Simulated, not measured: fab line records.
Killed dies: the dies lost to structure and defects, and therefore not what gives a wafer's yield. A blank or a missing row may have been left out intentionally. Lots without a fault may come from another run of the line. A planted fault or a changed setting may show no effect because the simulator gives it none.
Which tool was responsible? :: flow nand_harc :: 36 wafers from 12 lots sampled at 6 of the route's 1302 steps

WHAT THE GAUGES READ, wafer by wafer
NHARC_P_ZERO_WELL_CD_MEAS_24: target cd 720 nm. Usual: cd_nm 721.7 nm, standard deviation 2.
lot: L181
measured: day 1 22:35
on: cd_sem-02
cd_nm (nm): 722.6 721.2 720.6
flag: 

lot: L182
measured: day 2 08:28
on: cd_sem-01
cd_nm (nm): 723.0 721.5 724.1
flag: 

lot: L184
measured: day 3 04:28
on: cd_sem-02
cd_nm (nm): 720.5 722.6 722.7
flag: 

lot: L185
measured: day 3 14:40
on: cd_sem-01
cd_nm (nm): 717.6 722.4 722.3
flag: 

lot: L187
measured: day 4 10:49
on: cd_sem-01
cd_nm (nm): 724.7 723.3 723.0
flag: 

lot: L190
measured: day 5 16:36
on: cd_sem-02
cd_nm (nm): 725.2 724.9 723.3
flag: 

lot: L191
measured: day 6 02:36
on: cd_sem-01
cd_nm (nm): - - -
flag: OFF

lot: L195
measured: day 7 18:29
on: cd_sem-02
cd_nm (nm): 723.7 722.1 722.2
flag: 

lot: L200
measured: day 9 20:34
on: cd_sem-01
cd_nm (nm): 718.5 723.2 720.4
flag: 

lot: L201
measured: day 10 06:37
on: cd_sem-03
cd_nm (nm): 720.8 722.5 721.1
flag: 

lot: L202
measured: day 10 16:28
on: cd_sem-01
cd_nm (nm): 718.5 721.2 718.1
flag: 

lot: L203
measured: day 11 02:19
on: cd_sem-02
cd_nm (nm): 721.7 725.5 722.7
flag: 

NHARC_P_STI_CD_MEAS_16. Usual: cd_nm 200 nm, standard deviation 3.5.
lot: L181
measured: day 2 18:58
on: cd_sem-01
cd_nm (nm): 204 204 203
flag: 

lot: L182
measured: day 3 05:52
on: cd_sem-03
cd_nm (nm): 199 202 202
flag: 

lot: L184
measured: day 4 02:24
on: cd_sem-03
cd_nm (nm): 192 194 198
flag: 

lot: L185
measured: day 4 13:50
on: cd_sem-02
cd_nm (nm): 195 199 201
flag: 

lot: L187
measured: day 5 09:43
on: cd_sem-01
cd_nm (nm): 200 198 198
flag: 

lot: L190
measured: day 6 16:42
on: cd_sem-03
cd_nm (nm): 202 194 202
flag: 

lot: L195
measured: day 8 15:53
on: cd_sem-01
cd_nm (nm): 197 195 200
flag: 

lot: L200
measured: day 10 20:16
on: cd_sem-03
cd_nm (nm): 201 205 199
flag: 

lot: L201
measured: day 11 06:05
on: cd_sem-01
cd_nm (nm): 202 203 199
flag: 

lot: L202
measured: day 11 15:46
on: cd_sem-03
cd_nm (nm): 203 201 202
flag: 

lot: L203
measured: day 12 00:19
on: cd_sem-03
cd_nm (nm): 195 197 199
flag: 

NHARC_P_STI_INSPECT_25. Usual: raw_defect_count 200, standard deviation 65.
lot: L181
measured: day 3 22:10
on: defect_inspect-02
raw_defect_count: 228 126 144
flag: 

lot: L182
measured: day 4 09:46
on: defect_inspect-02
raw_defect_count: 199 183 209
flag: 

lot: L184
measured: day 5 06:39
on: defect_inspect-01
raw_defect_count: 113 276 238
flag: 

lot: L185
measured: day 5 16:08
on: defect_inspect-02
raw_defect_count: 226 143 166
flag: 

lot: L187
measured: day 6 14:13
on: defect_inspect-01
raw_defect_count: 244 248 222
flag: 

lot: L190
measured: day 7 21:34
on: defect_inspect-02
raw_defect_count: 127 228 200
flag: 

lot: L195
measured: day 10 03:02
on: defect_inspect-01
raw_defect_count: 216 172 158
flag: 

lot: L200
measured: day 12 00:56
on: defect_inspect-02
raw_defect_count: 187 164 265
flag: 

lot: L201
measured: day 12 11:46
on: defect_inspect-02
raw_defect_count: 244 275 291
flag: 

lot: L202
measured: day 13 05:00
on: defect_inspect-01
raw_defect_count: 150 201 116
flag: 

lot: L203
measured: day 13 05:00
on: defect_inspect-02
raw_defect_count: 168 149 105
flag: 

NHARC_END_SORT_01. Usual: killed_at_array 56, standard deviation 17; killed_at_other 0.9, standard deviation 1.2; killed_at_periphery 3.9, standard deviation 2.5; killed_dies 61, standard deviation 17; killed_open 3.2, standard deviation 1.8; killed_short 2.7, standard deviation 1.7.
lot: L191
measured: day 28 14:19
on: prober-01
killed_at_array: 77 82 96
killed_at_other: 1 1 1
killed_at_periphery: 599 594 580
killed_dies: 677 677 677
killed_open: 3 3 1
killed_short: 2 3 4
flag: OFF

WHICH TOOL RAN EACH LOT (tool, then ch and the chambers of the sampled wafers, then the start)
lot: L181
NHARC_P_ZERO_WELL_EXPOSE_21: krf_scanner-04 ch 0, day 1 22:26
NHARC_P_STI_ETCH_42: rie_diel-08 ch 0,3, day 2 18:35

lot: L182
NHARC_P_ZERO_WELL_EXPOSE_21: krf_scanner-03 ch 0, day 2 08:18
NHARC_P_STI_ETCH_42: rie_diel-08 ch 0,1,3, day 3 05:29

lot: L184
NHARC_P_ZERO_WELL_EXPOSE_21: krf_scanner-04 ch 0, day 3 04:19
NHARC_P_STI_ETCH_42: rie_diel-09 ch 0,2,3, day 4 02:01

lot: L185
NHARC_P_ZERO_WELL_EXPOSE_21: krf_scanner-03 ch 0, day 3 14:30
NHARC_P_STI_ETCH_42: rie_diel-04 ch 1,2,3, day 4 13:30

lot: L187
NHARC_P_ZERO_WELL_EXPOSE_21: krf_scanner-02 ch 0, day 4 10:39
NHARC_P_STI_ETCH_42: rie_diel-09 ch 0,1,2, day 5 09:22

lot: L190
NHARC_P_ZERO_WELL_EXPOSE_21: krf_scanner-04 ch 0, day 5 16:26
NHARC_P_STI_ETCH_42: rie_diel-08 ch 0,2,3, day 6 16:22

lot: L191
NHARC_P_ZERO_WELL_EXPOSE_21: krf_scanner-02 ch 0, day 6 02:26
NHARC_P_STI_ETCH_42: -

lot: L195
NHARC_P_ZERO_WELL_EXPOSE_21: krf_scanner-04 ch 0, day 7 18:20
NHARC_P_STI_ETCH_42: rie_diel-09 ch 0,1,2, day 8 15:32

lot: L200
NHARC_P_ZERO_WELL_EXPOSE_21: krf_scanner-03 ch 0, day 9 20:24
NHARC_P_STI_ETCH_42: rie_diel-08 ch 1,2,3, day 10 19:55

lot: L201
NHARC_P_ZERO_WELL_EXPOSE_21: krf_scanner-02 ch 0, day 10 06:28
NHARC_P_STI_ETCH_42: rie_diel-09 ch 1,2,3, day 11 05:44

lot: L202
NHARC_P_ZERO_WELL_EXPOSE_21: krf_scanner-03 ch 0, day 10 16:18
NHARC_P_STI_ETCH_42: rie_diel-04 ch 0,1,2, day 11 15:25

lot: L203
NHARC_P_ZERO_WELL_EXPOSE_21: krf_scanner-03 ch 0, day 11 02:10
NHARC_P_STI_ETCH_42: rie_diel-08 ch 0,3, day 11 23:58
- NHARC_P_ZERO_WELL_EXPOSE_21: exposes mask P NWELL, target cd 720 nm.
- NHARC_P_STI_ETCH_42: etches the open film in N2/H2, target depth 80 nm, overetch 24 nm, time 61 s.

AS READ BY THE TOOLS THEMSELVES (means over the sampled wafers that have a number; for cases with no such wafer, the mark the record gives instead)
NHARC_P_ZERO_WELL_EXPOSE_21. Usual: focus_offset_nm -0.1 nm, standard deviation 0.58.
lot: L181
tool: krf_scanner-04
focus_offset_nm (nm): 0.1
flag: 

lot: L182
tool: krf_scanner-03
focus_offset_nm (nm): -0.6
flag: 

lot: L184
tool: krf_scanner-04
focus_offset_nm (nm): 0.5
flag: 

lot: L185
tool: krf_scanner-03
focus_offset_nm (nm): -0.6
flag: 

lot: L187
tool: krf_scanner-02
focus_offset_nm (nm): -0.1
flag: 

lot: L190
tool: krf_scanner-04
focus_offset_nm (nm): -0.3
flag: 

lot: L191
tool: krf_scanner-02
focus_offset_nm (nm): 0.2
flag: 

lot: L195
tool: krf_scanner-04
focus_offset_nm (nm): 0.5
flag: 

lot: L200
tool: krf_scanner-03
focus_offset_nm (nm): -0.6
flag: 

lot: L201
tool: krf_scanner-02
focus_offset_nm (nm): 0.1
flag: 

lot: L202
tool: krf_scanner-03
focus_offset_nm (nm): 0.4
flag: 

lot: L203
tool: krf_scanner-03
focus_offset_nm (nm): -0.6
flag: 

NHARC_P_STI_ETCH_42. Usual: bias_w 150.1 W, standard deviation 0.48; drypump_motor_current_A 5.9 A, standard deviation 0.46; oes_product_au 0.997 a.u., standard deviation 0.013; rf_vpp_V 430.6 V, standard deviation 2.4; showerhead_plenum_p_Torr 2.04 Torr, standard deviation 0.084; throttle_valve_pct 14.170 %, standard deviation 0.0091.
lot: L181
tool: rie_diel-08
bias_w (W): 150.0
drypump_motor_current_A (A): 5.9
oes_product_au (a.u.): 0.996
rf_vpp_V (V): 433.1
showerhead_plenum_p_Torr (Torr): 2.16
throttle_valve_pct (%): 14.170
flag: 

lot: L182
tool: rie_diel-08
bias_w (W): 150.3
drypump_motor_current_A (A): 5.8
oes_product_au (a.u.): 0.990
rf_vpp_V (V): 432.8
showerhead_plenum_p_Torr (Torr): 2.10
throttle_valve_pct (%): 14.173
flag: 

lot: L184
tool: rie_diel-09
bias_w (W): 149.7
drypump_motor_current_A (A): 5.6
oes_product_au (a.u.): 1.006
rf_vpp_V (V): 429.1
showerhead_plenum_p_Torr (Torr): 1.99
throttle_valve_pct (%): 14.172
flag: 

lot: L185
tool: rie_diel-04
bias_w (W): 149.8
drypump_motor_current_A (A): 6.3
oes_product_au (a.u.): 1.005
rf_vpp_V (V): 431.4
showerhead_plenum_p_Torr (Torr): 2.06
throttle_valve_pct (%): 14.172
flag: 

lot: L187
tool: rie_diel-09
bias_w (W): 150.0
drypump_motor_current_A (A): 5.5
oes_product_au (a.u.): 0.999
rf_vpp_V (V): 429.5
showerhead_plenum_p_Torr (Torr): 2.01
throttle_valve_pct (%): 14.170
flag: 

lot: L190
tool: rie_diel-08
bias_w (W): 150.4
drypump_motor_current_A (A): 6.0
oes_product_au (a.u.): 0.997
rf_vpp_V (V): 430.9
showerhead_plenum_p_Torr (Torr): 2.07
throttle_valve_pct (%): 14.175
flag: 

lot: L195
tool: rie_diel-09
bias_w (W): 150.3
drypump_motor_current_A (A): 5.6
oes_product_au (a.u.): 1.002
rf_vpp_V (V): 429.1
showerhead_plenum_p_Torr (Torr): 2.01
throttle_valve_pct (%): 14.165
flag: 

lot: L200
tool: rie_diel-08
bias_w (W): 150.1
drypump_motor_current_A (A): 5.9
oes_product_au (a.u.): 1.003
rf_vpp_V (V): 431.3
showerhead_plenum_p_Torr (Torr): 2.05
throttle_valve_pct (%): 14.179
flag: 

lot: L201
tool: rie_diel-09
bias_w (W): 150.4
drypump_motor_current_A (A): 5.2
oes_product_au (a.u.): 0.997
rf_vpp_V (V): 430.3
showerhead_plenum_p_Torr (Torr): 2.04
throttle_valve_pct (%): 14.169
flag: 

lot: L202
tool: rie_diel-04
bias_w (W): 149.7
drypump_motor_current_A (A): 6.2
oes_product_au (a.u.): 1.003
rf_vpp_V (V): 430.0
showerhead_plenum_p_Torr (Torr): 2.02
throttle_valve_pct (%): 14.187
flag: 

lot: L203
tool: rie_diel-08
bias_w (W): 149.7
drypump_motor_current_A (A): 5.8
oes_product_au (a.u.): 0.987
rf_vpp_V (V): 432.7
showerhead_plenum_p_Torr (Torr): 2.12
throttle_valve_pct (%): 14.168
flag: 

THE ANSWER, worked out from the rows above alone
Rule: lot off if the mean of its wafers having a number is beyond 3 standard deviations from the usual mean. Also off: a lot with no number at a reading for which 4 or more lots have one. All remaining lots with rows at the step are treated as sound. The gauges are gone through in route order, then the tools' own readings, and for those a lot's mean is taken as printed above. At the first step where some lot is off, the reading lying furthest off is the one used; lots without a number count as furthest.
Off: L191, at NHARC_P_ZERO_WELL_CD_MEAS_24 (cd_nm). Without a number there: L191.
A tool fits if, at a process step before that reading, it ran every lot that is off, and no sound lot after the first of them. The gauges at NHARC_P_ZERO_WELL_CD_MEAS_24 aren't tried: what is off there is off at NHARC_END_SORT_01 too, on other tools, and a gauge's error can't cause that. None of those tried fits.

WHAT THE SIMULATOR PUT IN
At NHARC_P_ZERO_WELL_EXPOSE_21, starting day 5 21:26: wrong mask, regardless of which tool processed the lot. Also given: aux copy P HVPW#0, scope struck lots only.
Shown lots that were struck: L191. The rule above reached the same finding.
